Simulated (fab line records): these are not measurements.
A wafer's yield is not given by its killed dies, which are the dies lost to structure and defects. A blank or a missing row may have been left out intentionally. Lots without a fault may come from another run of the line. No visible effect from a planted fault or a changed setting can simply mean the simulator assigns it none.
Comparing a struck lot with a sound one | flow n5 finfet | 23 out of 1938 route steps
Sound: wafers L879.1, L879.3, L879.4. The struck wafers were L894.1, L894.2, L894.5. The cause is given at the end.
At each step with rows: each side's tool, then ch and its chambers, then its first start. Under that, the readings that differ: sound wafers | struck wafers | difference of the means | sigmas: that difference in standard deviations of wafers without a fault.
alike: same words and numbers on both sides, and readings whose means sit less than 2 such deviations apart. not compared: any withheld reading, any reading some wafer has no value for, any bound like >300 that may hide the same value, and any number with overlapping values for which the record gives no deviation.
The two part at a step that has a row with sigmas, a row that says differs or no value, or rows on one side only. Non-overlapping numbers with no deviation appear without sigmas and do not part them. A reading missing from all wafers of one side parts the sides only when that side holds two or more wafers.

first, 10 steps without rows for these wafers: N5_FIN_SAQP_PRECLEAN_44 (cleans in SC2, time 45 s); N5_FIN_SAQP_SRD_01 (time 30 s); N5_FIN_SAQP_ALD_61 (deposits SiO2, target thk 4 nm, pulse time 1 s, purge time 2 s); N5_FIN_SAQP_DENSIFY_62 (time 60 s); N5_FIN_SAQP_HM_DEP_03 (deposits SiNx from SiH4/NH3/N2, target thk 38 nm, time 33.6 s); N5_FIN_SAQP_PECVD_47 (deposits a-Si from SiH4/He, target thk 45 nm, time 36.3 s); N5_FIN_SAQP_PECVD_48 (deposits SiNx from SiH4/NH3/N2, target thk 25 nm, time 22.1 s); N5_FIN_SAQP_PECVD_06 (deposits a-Si from SiH4/He, target thk 60 nm, time 48.1 s); N5_FIN_SAQP_HM_DEP_72 (deposits SiO2 from SiH4/N2O, target thk 12 nm, time 7.2 s); N5_FIN_SAQP_COAT_49 (time 60 s, resist thk 100 nm).
N5_FIN_SAQP_COAT_50: time 60 s, resist thk 35 nm.
  sound on litho track-01 ch 0, day 2 04:17; struck on litho track-01 ch 0, day 5 23:02
  reading                                     | sound                | struck               | difference | sigmas
  spin speed rpm (rpm)                        | 1499.5 1499.8 1499.4 | 1423.3 1424.3 1423.9 | -75.7      | -69
  model.SiARC_of_FIN_SAQP_COAT_50.thk nm (nm) | 35.02 34.91 34.99    | 36.02 36.06 36.01    | +1.06      |
then, 7 steps without rows for these wafers: N5_FIN_SAQP_COAT_10 (resist thk 90 nm); N5_FIN_SAQP_EBR_12; N5_FIN_SAQP_SOFTBAKE_11 (time 60 s); N5_FIN_SAQP_EXPOSE_13 (exposes mask FIN CORE, target cd 35.6 nm); N5_FIN_SAQP_PEB_14 (peb time 60 s); N5_FIN_SAQP_DEVELOP_15 (develop time 30 s); N5_FIN_SAQP_DESCUM_21 (chemistry O2, time 7.9 s).
N5_FIN_SAQP_ETCH_51: etches SiARC in CF4, target depth 45.5 nm, time 75.8 s.
  sound on rie diel-02 ch 0,1,3, day 2 04:47; struck on rie diel-02 ch 0,1, day 5 23:39
  reading                                       | sound             | struck            | difference | sigmas
  model.etch.depth nm (nm)                      | 35.02 34.91 34.99 | 36.02 36.06 36.01 | +1.06      |
  model.CAR-ArF_of_FIN_SAQP_COAT_10.thk nm (nm) | 50.77 50.97 50.85 | 50.41 50.63 50.59 | -0.32      |
  alike: drypump motor current A, etch rf on time s, oes product au, rf vpp V, showerhead plenum p Torr, throttle valve pct
  not compared: rf hours counter h
N5_FIN_SAQP_ETCH_52: etches SOC in N2/H2, target depth 100 nm, overetch 20 nm, time 150 s.
  sound on rie diel-02 ch 0,1,3, day 2 04:51; struck on rie diel-02 ch 0,1, day 5 23:42
  reading                                     | sound             | struck            | difference | sigmas
  model.SiARC_of_FIN_SAQP_COAT_50.thk nm (nm) | 28.98 28.63 29.18 | 29.95 29.77 29.73 | +0.89      |
  alike: drypump motor current A, oes product au, rf vpp V, showerhead plenum p Torr, throttle valve pct
  not compared: rf hours counter h
then, 1 step without rows for these wafers: N5_FIN_SAQP_STRIP_53 (strips in N2/H2).
-- record jumps: 6 days separate the struck wafers' starts on either side; left off in module FIN_SAQP, taken up again in module BEOL_M4, whose first shown step is the route's number 1111 --
N5_BEOL_M4_RC_MEAS_101:
  sound on prober-01 ch 0, day 8 07:28; struck on prober-01 ch 0, day 12 01:55
  alike: DIBL_N, DIBL_P, IOFF_N, IOFF_P, ION_N, ION_P, SS_N, SS_P, VT_N, VT_P
-- a jump in the record: the struck wafers' starts before and after are 4 days apart (it breaks off in module BEOL_M4 and resumes in module PASSIVATION, where the first step shown is number 1936 of the route) --
N5_PASSIVATION_PROBE_49:
  sound: prober-02 at day 13 01:27; struck: prober-02 at day 16 09:48
  reading       | sound   | struck   | difference | sigmas
  killed on rim | 12 7 13 | 19 22 19 | +9         | +2
  alike: defect limited yield, killed_at_M0_to_M3, killed_at_M4_up, killed at contacts, killed at front end, killed at other, killed dies, killed open, killed short, sort_bin_5_function, sort_bin_6_memory, sort_bin_8_speed, sort n pass, sort yield pct

== WHERE THEY PART ==
At N5_FIN_SAQP_COAT_50 first; at N5_PASSIVATION_PROBE_49 last (within this record only).

WHY: whatever the simulator had introduced
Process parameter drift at N5_FIN_SAQP_COAT_50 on litho track-01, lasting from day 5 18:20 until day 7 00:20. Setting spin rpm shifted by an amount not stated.
